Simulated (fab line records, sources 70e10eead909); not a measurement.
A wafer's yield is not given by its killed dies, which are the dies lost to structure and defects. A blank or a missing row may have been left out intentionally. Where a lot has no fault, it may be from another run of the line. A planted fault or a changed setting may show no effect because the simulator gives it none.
Which of the tools did it? | flow nand harc | 6 lots, 18 wafers sampled, at 3 steps of a route of 1302

## WHAT EACH GAUGE READ, for each wafer
NHARC_END_WLT_00.
lot  | measured     | on        | VT_DECK2_MEDIAN_NEAR_BOTTOM_INNER
L658 | day 25 17:40 | prober-02 | 0.867 0.860 0.863
L659 | day 25 17:15 | prober-01 | 0.871 0.871 0.873
L664 | day 28 06:35 | prober-01 | 0.866 0.872 0.863
L667 | day 28 22:07 | prober-01 | 0.873 0.879 0.877
L669 | day 29 07:28 | prober-02 | 0.877 0.864 0.869
L680 | day 33 13:09 | prober-02 | 0.954 0.951 0.955

## TOOL THAT RAN EACH LOT (tool first, then ch and the chambers of the sampled wafers, then the start)
lot  | NHARC_A_CHANNEL_FILL_D2_CVD_05   | NHARC_THIN_TSV_CMP_01
L658 | lpcvd poly-03 ch 0, day 15 14:43 | cmp-04 ch 2,3, day 24 15:24
L659 | lpcvd poly-03 ch 0, day 15 20:26 | cmp-04 ch 0,1,2, day 24 17:53
L664 | lpcvd poly-04 ch 0, day 18 02:19 | cmp-01 ch 0,1,2, day 27 18:18
L667 | lpcvd poly-01 ch 0, day 19 03:16 | cmp-02 ch 0,1,3, day 28 01:45
L669 | lpcvd poly-03 ch 0, day 19 13:25 | cmp-02 ch 1,3, day 28 18:06
L680 | lpcvd poly-01 ch 0, day 23 19:37 | cmp-02 ch 0,3, day 32 22:36
- NHARC_A_CHANNEL_FILL_D2_CVD_05: deposits poly-Si, target thk 5 nm.
- NHARC_THIN_TSV_CMP_01: polishes.

## THE ANSWER, worked out from the rows above alone
Rule: the lots themselves supply what counts as usual. Put in order of their means at a reading, lots are off if they are a third of the lots or fewer, leave a main group of 4 or more, and stand apart from it by a gap of 3 or more times the standard deviation of the main group's means; of several such gaps the widest counts. A main group is skipped when, at the precision printed for the reading in the tables above, its means are all equal. Also off: a lot with no number at a reading for which 4 or more lots have one. The other lots that the step has rows for count as sound.
Off: L680, at NHARC_END_WLT_00 (VT_DECK2_MEDIAN_NEAR_BOTTOM_INNER). The main group has a mean of 0.870 with a standard deviation of 0.0044.
A tool fits if, at a process step before that reading, it ran every lot that is off, and no sound lot after the first of them. Gauges at NHARC_END_WLT_00: tried the same way as those tools. Can't be told from this: 3 tools fit, lpcvd poly-01 at NHARC_A_CHANNEL_FILL_D2_CVD_05, cmp-02 at NHARC_THIN_TSV_CMP_01, prober-02 at NHARC_END_WLT_00.

## WHAT THE SIMULATOR HAD PUT IN
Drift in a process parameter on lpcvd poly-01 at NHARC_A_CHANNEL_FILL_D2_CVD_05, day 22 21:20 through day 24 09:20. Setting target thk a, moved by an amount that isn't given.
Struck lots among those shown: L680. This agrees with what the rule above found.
